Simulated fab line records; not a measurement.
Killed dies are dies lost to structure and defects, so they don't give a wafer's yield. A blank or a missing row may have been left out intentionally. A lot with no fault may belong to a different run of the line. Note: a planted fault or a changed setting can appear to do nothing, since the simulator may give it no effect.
Matching of chambers ; flow nandHarc ; rieDiel-02 running NHARC_A_CHANNEL_FILL_D1_ETCHBACK_20: 4 sister chambers
The step etches the open film in C4F8/O2/Ar, target depth 27 nm, time 13.5 s. 4 wafers are shown with their chamber, then 8 later ones without.

WAFERS, EACH WITH ITS CHAMBER
wafer;chamber;rfVppV (V)
L083.2;3;979
L090.5;2;976
L090.6;1;982
L092.2;0;977

WAFERS MISSING THEIR CHAMBER
wafer;rfVppV (V)
L092.4;983
L092.6;979
L095.1;983
L095.3;977
L095.5;977
L097.2;980
L097.3;977
L097.4;977

CHAMBER TAKEN BY EACH
wafer;from the rows above;in truth
L092.4;1;1
L092.6;3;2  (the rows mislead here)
L095.1;1;1
L095.3;can't be placed: 0 or 2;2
L095.5;can't be placed: 0 or 2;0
L097.2;can't be placed: 3 or 1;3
L097.3;can't be placed: 0 or 2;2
L097.4;can't be placed: 0 or 2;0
Correctly placed: 2 of 8. Can't be placed from these rows: 5 (the true chamber is among the candidates in 5). 1 placed wrongly.
How it was worked out, from the rows above alone: a wafer's distance from a chamber is the root of the sum, over the readings, of the square of ((its reading less the chamber's mean) divided by the reading's scatter). If the next closest chamber is less than 2 further off than the closest, the wafer can't be placed; otherwise it belongs to the closest. A chamber's mean is the mean of its shown wafers. The scatter: root of mean squared gap, hidden wafer to nearest shown wafer, with one shown wafer a chamber.
